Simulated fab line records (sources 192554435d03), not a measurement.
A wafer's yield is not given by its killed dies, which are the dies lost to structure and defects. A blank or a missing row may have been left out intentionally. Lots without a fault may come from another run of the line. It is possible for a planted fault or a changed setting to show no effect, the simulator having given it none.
Chamber matching || flow n5 finfet || N5_GATE_CUT_STRIP_59 on rie diel-01 has 4 sister chambers
The step strips in N2/H2, time 20 s. 4 wafers are shown with their chamber, then 8 later ones without.

WAFERS, EACH WITH ITS CHAMBER
{"wafer": "L088.2", "chamber": 0, "drypump motor current A (A)": 6.0}
{"wafer": "L089.2", "chamber": 3, "drypump motor current A (A)": 4.9}
{"wafer": "L089.6", "chamber": 2, "drypump motor current A (A)": 6.4}
{"wafer": "L091.4", "chamber": 1, "drypump motor current A (A)": 5.8}

WAFERS WHOSE CHAMBER IS MISSING
{"wafer": "L091.5", "drypump motor current A (A)": 6.4}
{"wafer": "L091.6", "drypump motor current A (A)": 6.0}
{"wafer": "L096.2", "drypump motor current A (A)": 5.8}
{"wafer": "L096.3", "drypump motor current A (A)": 6.4}
{"wafer": "L096.6", "drypump motor current A (A)": 4.9}
{"wafer": "L097.1", "drypump motor current A (A)": 6.3}
{"wafer": "L097.4", "drypump motor current A (A)": 5.8}
{"wafer": "L097.5", "drypump motor current A (A)": 6.4}

THE CHAMBER EACH PASSED THROUGH
{"wafer": "L091.5", "from the rows above": 2, "in truth": 2}
{"wafer": "L091.6", "from the rows above": 0, "in truth": 0}
{"wafer": "L096.2", "from the rows above": 1, "in truth": 1}
{"wafer": "L096.3", "from the rows above": 2, "in truth": 2}
{"wafer": "L096.6", "from the rows above": 3, "in truth": 3}
{"wafer": "L097.1", "from the rows above": 2, "in truth": 2}
{"wafer": "L097.4", "from the rows above": 1, "in truth": 1}
{"wafer": "L097.5", "from the rows above": 2, "in truth": 2}
Correct placement for 8 of the 8. Not placeable from these rows: 0. Placed wrongly: 0.
How it was worked out, from the rows above alone: a wafer's distance from a chamber is the root of the sum, over the readings, of the square of ((its reading less the chamber's mean) divided by the reading's scatter). If the next closest chamber is less than 2 further off than the closest, the wafer can't be placed; otherwise it belongs to the closest. For every chamber, the mean is computed from those of its wafers that are shown. The scatter (one wafer shown for each chamber): square how far every hidden wafer sits from the nearest shown wafer, average those squares and take the square root.
